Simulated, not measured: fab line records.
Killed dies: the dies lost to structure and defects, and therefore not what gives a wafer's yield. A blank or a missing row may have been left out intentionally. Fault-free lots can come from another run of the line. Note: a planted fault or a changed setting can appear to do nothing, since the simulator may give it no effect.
Check of tool commonality -- flow nandHarc -- 2 lots, 6 wafers sampled

WHAT PROMPTED THE OPENING
On 2 of the 2 lots, a flag is raised at NHARC_END_SORT_01 on the reading killedAtPeriphery. No-fault wafers: 4.0, standard deviation 2.6.
Rule: flag the lot when none of its wafers has a number, or when each of its wafers that has one lies beyond 4 standard deviations from that mean. All remaining lots are regarded as sound.

lot,measured,on,"killedAtPeriphery, wafer by wafer",flag
L661,day 28 07:07,prober-02,105 80 104,FLAGGED
L663,day 28 19:11,prober-02,106 101 110,FLAGGED
The numbers of the flagged lots are 101.0 on average: +97.0 against the usual, or +37 standard deviations.

LOT BY LOT: THE TOOL USED
4 process steps preceding the reading are held in the record, out of 1302 steps in the route. Read each cell as the tool, then ch plus the chambers that the sampled wafers visited, then the start.
lot,flag,NHARC_P_BONDPAD_DEP_00,NHARC_P_BONDPAD_PVD_27,NHARC_P_BONDPAD_CMP_19,NHARC_P_BONDPAD_ACTIVATE_29
L661,FLAGGED,"pecvd-01 ch 0,1, day 10 01:31","pvdSputter-01, day 10 04:52 or earlier","cmp-02 ch 0,3, day 10 04:52","rieDiel-05 ch 1,2, day 10 08:09"
L663,FLAGGED,"pecvd-01 ch 1,2, day 10 17:13","pvdSputter-03, day 10 20:40 or earlier","cmp-02 ch 1,2,3, day 10 20:40","rieDiel-04 ch 0,1,3, day 11 05:55"
What these steps do:
- NHARC_P_BONDPAD_DEP_00: deposits SiCN, target thk 250 nm.
- NHARC_P_BONDPAD_PVD_27: deposits Cu, target thk 30 nm, time 20.49 s.
- NHARC_P_BONDPAD_CMP_19: polishes, t overpolish 30 s, cu recess touch 16 s, target thk 160.81 nm.
- NHARC_P_BONDPAD_ACTIVATE_29: chemistry N2, time 60 s.
- NHARC_END_SORT_01

FLAGGED OVER TOTAL, TOOL BY TOOL (the gauges that took the reading come last)
step,tool,lots run,flagged,share of the flagged lots,sound lots run after its first flagged lot
NHARC_P_BONDPAD_DEP_00,pecvd-01,2,2,all,0
NHARC_P_BONDPAD_PVD_27,pvdSputter-01,1,1,some,0
NHARC_P_BONDPAD_PVD_27,pvdSputter-03,1,1,some,0
NHARC_P_BONDPAD_CMP_19,cmp-02,2,2,all,0
NHARC_P_BONDPAD_ACTIVATE_29,rieDiel-04,1,1,some,0
NHARC_P_BONDPAD_ACTIVATE_29,rieDiel-05,1,1,some,0
NHARC_END_SORT_01,prober-02,2,2,all,0
With no start given for some of its lots, NHARC_P_BONDPAD_PVD_27 uses the hours and lot order of NHARC_P_BONDPAD_CMP_19.

WHAT IS ALLOWED BY THE TABLE
In the table, 3 rows ran each flagged lot (pecvd-01 at NHARC_P_BONDPAD_DEP_00; cmp-02 at NHARC_P_BONDPAD_CMP_19; prober-02 at NHARC_END_SORT_01).
- pecvd-01 at NHARC_P_BONDPAD_DEP_00 ran 2 lots, 2 of them flagged. Because this sample shows no sound lot run on it before its first flagged lot, the start cannot be pinned down more closely.
- cmp-02 at NHARC_P_BONDPAD_CMP_19 ran 2 lots, 2 of them flagged. Because this sample shows no sound lot run on it before its first flagged lot, the start cannot be pinned down more closely.
- prober-02 at NHARC_END_SORT_01 ran 2 lots, 2 of them flagged. Because this sample shows no sound lot run on it before its first flagged lot, the start cannot be pinned down more closely.
Because each of these 3 tools fits a fault that began at some hour, counting lots does not separate them. More lots, or a look at what each step does to the wafer, might.

WHAT THE SIMULATOR HAD PUT IN
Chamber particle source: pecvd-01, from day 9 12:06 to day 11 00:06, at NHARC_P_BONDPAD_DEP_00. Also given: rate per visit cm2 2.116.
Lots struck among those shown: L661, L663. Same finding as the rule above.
